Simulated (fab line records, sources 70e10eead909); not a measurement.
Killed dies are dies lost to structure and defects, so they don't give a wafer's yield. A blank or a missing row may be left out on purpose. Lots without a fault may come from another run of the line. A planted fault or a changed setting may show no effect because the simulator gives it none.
fab line records | flow nand_harc | part 2 of 2: steps 22 to 31 of 31
record lots=5 wafers=15 last_day=22
route steps=1159 shown P_BONDPAD@354
lots that met no fault: from a run of the same line without faults
start_h: hours from the record's first day to the start of the lot's first wafer shown | wait_h: hours since the lot's step before | " the same as in the row above | L1.1+2: a row that stands for several wafers | - no value, or no start given | * or withheld: withheld | < > ~ a bound
route shown NAME@n: a module of which the file shows steps, and the number in the route of the first | usual: mean/standard deviation of fault-free wafers | same: alike in all rows | chamber/n: place in a boat | sites: the reading at each site | _std_site: their standard deviation | _edge_site: outer sites' mean less inner sites' | radius_mm: how far each site lies from the wafer's centre | mask NAME#n: copy n | behind: the tool/chamber that last shaped the wafer | hold: why the lot was held/for how many hours/how that ended | device: the transistor (n, p or np) that didn't switch | end of line: the same wafers' tests at the end of the route | a step without rows: its recipe alone | killed: dies lost to structure and defects at the first sort, not the wafer's yield | map: a wafer's dies, x killed, . not, _ none there
set.NAME: the setting as run; set.NAME@STEP: as run at that earlier step | model.NAME: the simulator's own value behind a step, which no gauge read
lots at some steps of the route; a table a step, a row a wafer
services: from which hour (start_h, from the record's first day; less than 0 if before it) a tool's chamber was out of use, for how many hours, and why
## steps
# step NHARC_P_BONDPAD_PRE_CLEAN_26
# recipe time_s=30 temp_c=280 gas=H2/He
# usual heater_power_w=426/45
# columns lot.wafer tool chamber start_h wait_h heater_power_w
L074.2 pvd_sputter-03 - - - 373
L074.1 " - " " 476
L074.6 " - " " 367
L076.1 pvd_sputter-01 - - - 408
L076.4 " - " " 456
L076.5 " - " " 406
L084.2 pvd_sputter-03 - - - 420
L084.5 " - " " 465
L084.6 " - " " 398
L086.4 pvd_sputter-02 - - - 540
L086.1 " - " " 359
L086.6 " - " " 362
L090.3 pvd_sputter-02 - - - 416
L090.2 " - " " 375
L090.6 " - " " 430
# step NHARC_P_BONDPAD_PVD_17
# recipe target_thk_a=50 bias_v=168.6 power_w=15000 chamber_pressure_pa=0.12 time_s=8.06 substrate_temp_c=50 material=TaN
# usual throttle_valve_pct=30.3/0.89
# columns lot.wafer tool chamber start_h wait_h throttle_valve_pct
L074.2 pvd_sputter-03 - - - 30.7
L074.1 " - " " 30.4
L074.6 " - " " 30.6
L076.4 pvd_sputter-01 - - - 31.8
L076.1 " - " " 31.1
L076.5 " - " " 29.2
L084.2 pvd_sputter-03 - - - 30.3
L084.6 " - " " 30.7
L084.5 " - " " 30.3
L086.4 pvd_sputter-02 - - - 29.4
L086.1 " - " " 30.9
L086.6 " - " " 31.1
L090.3 pvd_sputter-02 - - - 30.8
L090.2 " - " " 28.0
L090.6 " - " " 31.1
# step NHARC_P_BONDPAD_PVD_27
# recipe target_thk_a=300 chamber_pressure_pa=5 power_w=5000 substrate_temp_c=30 time_s=20.49 material=Cu
# usual throttle_valve_pct=30.3/0.89
# columns lot.wafer tool chamber start_h wait_h throttle_valve_pct
L074.1 pvd_sputter-03 - - - 30.4
L074.2 " - " " 30.5
L074.6 " - " " 30.7
L076.4 pvd_sputter-01 - - - 31.4
L076.1 " - " " 32.2
L076.5 " - " " 29.2
L084.2 pvd_sputter-03 - - - 29.7
L084.5 " - " " 29.7
L084.6 " - " " 30.7
L086.1 pvd_sputter-02 - - - 31.1
L086.4 " - " " 30.6
L086.6 " - " " 29.8
L090.2 pvd_sputter-02 - - - 28.9
L090.3 " - " " 27.8
L090.6 " - " " 29.0
# step NHARC_P_BONDPAD_ECD_18
# recipe target_thk_a=4000 bath_temp_c=25 material=Cu
# columns lot.wafer tool chamber start_h wait_h
L074.2+1+6 ecd_cu-02 0,1,1 136.11 -
L076.1+4+5 ecd_cu-02 1,0,0 142.53 -
L084.2+6+5 ecd_cu-01 1,0,1 186.87 -
L086.1+4+6 ecd_cu-02 0,0,1 207.83 -
L090.2+3+6 ecd_cu-02 0,1,0 230.05 -
# step NHARC_P_BONDPAD_ANNEAL_28
# recipe temp_c=225 time_s=90
# usual anneal_temp_c_max=226.35/0.28 wafer_temp_C_max=225.9/0.31
# columns lot.wafer tool chamber start_h wait_h anneal_temp_c_max wafer_temp_C_max
L074.1 rtp_anneal-01 0 136.48 - 226.77 226.0
L074.2 " 0 " " 226.17 226.3
L074.6 " 0 " " 226.47 226.4
L076.1 rtp_anneal-01 0 142.85 - 226.57 226.0
L076.4 " 0 " " 226.55 226.1
L076.5 " 0 " " 226.11 226.0
L084.2 rtp_anneal-01 0 187.25 0.3 226.24 226.4
L084.5 " 0 " " 225.96 226.2
L084.6 " 0 " " 226.38 226.2
L086.1 rtp_anneal-02 0 208.21 - 226.19 225.3
L086.4 " 0 " " 226.21 225.9
L086.6 " 0 " " 226.32 225.4
L090.2 rtp_anneal-02 0 230.46 - 226.62 226.0
L090.3 " 0 " " 226.46 225.6
L090.6 " 0 " " 226.66 225.6
# step NHARC_P_BONDPAD_CMP_19
# recipe t_overpolish_s=30 cu_recess_touch_s=16 target_thk_nm=160.81
# usual motor_current_A=11.9/1.2 overpolish_run_s=29.999/0.009
# columns lot.wafer tool chamber start_h wait_h motor_current_A overpolish_run_s
L074.1 cmp-01 0 136.86 - 11.0 29.986
L074.2 " 2 " " 12.7 29.972
L074.6 " 0 " " 11.8 29.986
L076.4 cmp-02 1 143.23 - 12.6 29.991
L076.1 " 3 " " 11.6 29.990
L076.5 " 1 " " 12.3 30.007
L084.2 cmp-02 0 187.62 - 13.1 30.020
L084.5 " 1 " " 12.3 30.003
L084.6 " 2 " " 11.9 30.002
L086.4 cmp-02 0 208.56 - 13.5 30.011
L086.1 " 2 " " 11.7 30.014
L086.6 " 1 " " 11.6 30.003
L090.2 cmp-04 0 230.78 - 13.8 29.995
L090.3 " 2 " " 12.0 29.994
L090.6 " 3 " " 11.2 29.999
# step NHARC_P_BONDPAD_THK_MEAS_20
# recipe thk_meas_gauge=xrf
# usual thk_nm=160.9/1.5
# columns lot.wafer tool chamber start_h wait_h thk_nm
L074.1 film_metro-02 - 137.15 - 160.6
L074.2 " - " " 159.6
L074.6 " - " " 159.3
L076.1 film_metro-02 - 143.53 - 162.7
L076.4 " - " " 162.8
L076.5 " - " " 163.7
L084.2 film_metro-01 - 187.86 - 162.0
L084.5 " - " " 160.6
L084.6 " - " " 161.7
L086.1 film_metro-01 - 208.88 - 160.5
L086.4 " - " " 161.6
L086.6 " - " " 161.7
L090.2 film_metro-01 - 231.07 - 160.2
L090.3 " - " " 160.9
L090.6 " - " " 161.6
# step NHARC_P_BONDPAD_SRD_21
# recipe time_s=30 temp_c=23 dry_time_s=20 spin_rpm=1500
# usual co2_resistivity_mohm_cm=0.2000/0.0021
# columns lot.wafer tool chamber start_h wait_h co2_resistivity_mohm_cm
L074.2 wet_bench-08 7 137.19 0.0 0.2041
L074.6 " 0 " " 0.1996
L074.1 " 1 " " 0.1981
L076.4 wet_bench-10 2 143.58 0.0 0.1999
L076.5 " 6 " " 0.2003
L076.1 " 7 " " 0.1982
L084.6 wet_bench-08 0 187.90 0.0 0.1986
L084.5 " 2 " " 0.1982
L084.2 " 3 " " 0.2027
L086.6 wet_bench-08 3 208.92 0.0 0.2014
L086.4 " 6 " " 0.2011
L086.1 " 7 " " 0.2015
L090.3 wet_bench-10 4 231.12 0.0 0.1982
L090.2 " 5 " " 0.1995
L090.6 " 7 " " 0.2007
# step NHARC_P_BONDPAD_INSPECT_23
# usual raw_defect_count=351/140
# columns lot.wafer tool chamber start_h wait_h raw_defect_count
L074.1 defect_inspect-01 - 137.35 0.0 175
L074.2 " - " " 190
L074.6 " - " " 252
L076.1 defect_inspect-01 - 143.76 0.0 435
L076.4 " - " " 342
L076.5 " - " " 426
L084.2 defect_inspect-02 - 188.06 0.0 358
L084.5 " - " " 195
L084.6 " - " " 255
L086.1 defect_inspect-01 - 209.08 0.0 733
L086.4 " - " " 324
L086.6 " - " " 404
L090.2 defect_inspect-02 - 231.30 0.0 311
L090.3 " - " " 380
L090.6 " - " " 298
# step NHARC_P_BONDPAD_ACTIVATE_29
# recipe time_s=60 n2_flow_sccm=200 ar_flow_sccm=0 bias_power_w=0 chemistry=N2
# usual drypump_motor_current_A=5.6/0.37 n2_flow_sccm=200.0/0.63 oes_product_au=0.998/0.01 rf_vpp_V=63.9/0.85 showerhead_plenum_p_Torr=1.72/0.083
# columns lot.wafer tool chamber start_h wait_h drypump_motor_current_A n2_flow_sccm oes_product_au rf_hours_counter_h rf_vpp_V showerhead_plenum_p_Torr
L074.1 rie_diel-05 3 137.43 0.1 5.8 200.1 1.008 53 64.0 1.64
L074.2 " 0 " " 5.7 199.8 0.991 51 61.9 1.67
L074.6 " 3 " " 5.8 199.9 1.009 - 63.0 1.64
L076.1 rie_diel-12 1 143.86 0.1 5.2 199.7 0.998 10 63.5 1.71
L076.4 " 3 " " 5.0 199.2 0.991 - 64.2 1.70
L076.5 " 1 " " 5.1 199.2 0.986 - 63.3 1.71
L084.2 rie_diel-12 0 188.14 0.1 5.7 200.2 1.000 14 64.2 1.66
L084.5 " 2 " " 6.2 199.9 0.998 - 62.8 1.87
L084.6 " 0 " " 5.7 200.4 0.994 - 62.9 1.66
L086.1 rie_diel-05 3 209.14 0.1 5.8 199.5 1.002 14 64.1 1.91
L086.6 " 0 " " 5.7 200.1 1.004 - 63.8 1.66
L086.4 " 1 " " 5.7 199.4 0.987 - 64.0 1.68
L090.2 rie_diel-06 2 231.36 0.1 5.7 200.9 0.999 58 63.7 1.67
L090.3 " 3 " " 5.8 199.7 1.018 61 64.6 1.84
L090.6 " 0 " " 5.6 200.7 1.016 - 63.5 1.65
## services
# columns tool chamber start_h hours kind
rie_diel-05 1 110.42 3.8 repair
pvd_sputter-01 - 111.61 9.5 repair
krf_scanner-04 - 119.63 0.7 repair
ecd_cu-02 - 124.81 3.2 repair
krf_scanner-04 - 126.00 4.0 pm
cmp-02 - 128.50 4.0 pm
rie_diel-12 2 132.33 21.0 repair
cmp-02 - 149.42 4.2 repair
pvd_sputter-01 - 158.05 10.0 pm
cmp-02 - 158.80 1.5 repair
rie_diel-05 - 163.60 9.0 pm
litho_track-02 - 165.00 7.0 pm
rie_diel-12 3 173.07 15.7 repair
cmp-02 - 179.23 2.0 repair
ecd_cu-02 - 180.00 8.0 pm
litho_track-07 - 189.00 7.0 pm
rie_diel-12 - 202.43 9.0 pm
rie_diel-05 2 203.27 8.7 repair
cmp-02 - 206.78 1.7 repair
pvd_sputter-02 - 214.02 10.0 pm
pvd_sputter-01 - 219.63 4.7 repair
cmp-02 - 226.50 4.0 pm
pvd_sputter-01 - 229.52 4.9 repair
wet_bench-08 - 230.40 8.0 pm
